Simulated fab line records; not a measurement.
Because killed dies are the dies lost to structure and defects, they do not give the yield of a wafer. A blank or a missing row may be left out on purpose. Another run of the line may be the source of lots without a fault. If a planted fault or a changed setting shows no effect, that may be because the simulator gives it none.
Problem report, 8D (eight disciplines) form, completed by code -- flow n5_finfet -- the parts of the form that need people (team, actions taken, sign-off) are left out

1. THE PROBLEM
Wafers free of any fault read 155.1 nm (standard deviation 2.2) for M8_ILD_THK at N5_BEOL_M8_THK_MEAS_01, against a mean of 234.8 nm on 3 wafers of 2 lots. Relative to the usual mean, that is a shift of +36 standard deviations.
First seen on wafer L479.3, day 12 15:46, on film_metro-02. Wafers with a number at this step in the record: 30, from 11 lots. Rule for "out" (also "out of limits"): further than 4 standard deviations from the usual mean. Any other wafer with a number is counted as sound.

2. WHAT IT IS, AND WHAT IT ISN'T
question,is,is not
which readings at this step,M8_ILD_THK,-
which lots,"L479, L480","L469, L472, L473, L481, L483, L484, L486, L487, L488"
which wafers of those lots,"L479.3, L479.6, L480.3","L479.4, L480.2, L480.4"
read on which gauges,"film_metro-01, film_metro-02",-
when,from day 12 15:46,"up to then (9 sound wafers); but 18 sound wafers of L480, L481, L483, L484, L486, L487, L488 came after"

3. THE SUSPECTS, EACH WITH WHAT RULES IT OUT
Counting: any tool at a process step up to the reading remains a suspect provided it ran every lot that is out. Sound lots after the first of them don't rule it out here, since some wafers of a struck lot are sound.
- the gauge at N5_BEOL_M8_THK_MEAS_01: ruled out. The wafers that are out were read on 2 gauges (film_metro-01, film_metro-02).
- pvd_sputter-01 at N5_BEOL_M7_DEGAS_44 (time 60 s): kept. It processed each lot that is out (first: L479, day 12 12:56); up to then, its last sound lot is L473 (day 10 20:42).
- pecvd-02 at N5_BEOL_M8_ILD_DEP_00 (deposits SiCOH lowk from DEMS/porogen, target thk 179.75 nm, time 33.4 s): kept. It processed each lot that is out (first: L479, day 12 15:10); up to then, its last sound lot is L473 (day 10 22:25).
- In pecvd-02 at N5_BEOL_M8_ILD_DEP_00, the wafers that are out were processed in chamber 0 and their sound lot-mates in chambers 1, 2.
After counting, pvd_sputter-01 at N5_BEOL_M7_DEGAS_44 and pecvd-02 at N5_BEOL_M8_ILD_DEP_00 remain.

4. THE CAUSE (what the simulator had put in)
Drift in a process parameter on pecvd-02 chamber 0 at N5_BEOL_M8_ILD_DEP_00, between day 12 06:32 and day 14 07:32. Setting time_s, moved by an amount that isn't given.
Counting leaves 2 suspects; this tool is one of them.

5. THE CHAIN OF EFFECTS, in route order
Each row: a reading where the mean over the struck wafers with a number is more than 3 standard deviations away from the usual. Only readings for which the record gives a usual standard deviation are gone through. hours: the time from each lot's start at the first step in this table that gives one to its start at this step, as a median over the lots. sigmas: the change in usual standard deviations.
hours,step,reading,usual,on struck wafers,change,sigmas
0,N5_BEOL_M8_THK_MEAS_01,M8_ILD_THK,155.1 nm,234.8,+79.7,+36
72,N5_PASSIVATION_PROBE_49,defect_limited_yield,90.9 %,0.0,-90.9,-57
72,N5_PASSIVATION_PROBE_49,killed_at_M4_up,13,1082,+1069,+99 or more
72,N5_PASSIVATION_PROBE_49,killed_dies,107,1180,+1073,+60
72,N5_PASSIVATION_PROBE_49,killed_on_rim,14,152,+138,+33
72,N5_PASSIVATION_PROBE_49,sort_bin_5_function,5.3 %,96.3,+91.0,+91
72,N5_PASSIVATION_PROBE_49,sort_n_pass,1073,0,-1073,-56
72,N5_PASSIVATION_PROBE_49,sort_yield_pct,90.9 %,0.0,-90.9,-57
Its process steps:
- N5_PASSIVATION_PROBE_49
At these later measuring or inspecting steps, every struck wafer for which the step has a row has a number for every such reading, and none has moved that far: N5_BEOL_M8_CD_MEAS_11, N5_BEOL_M8_OVL_MEAS_12.

6. HOW IT WOULD HAVE BEEN CAUGHT EARLIER
Counted from the fault's start at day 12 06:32, it took 9 hours until the first out-of-limits reading at a measuring or inspecting step in this record, taken at day 12 15:46.
No tool reading at N5_BEOL_M8_ILD_DEP_00 that has a usual standard deviation in the record was out on any struck wafer, so an alarm limit of 4 standard deviations on those readings would not have fired.
Lots out: 2; of these, L480 started N5_BEOL_M8_ILD_DEP_00 on pecvd-02 after day 12 15:46. Putting the tool on hold at that point would have spared it.
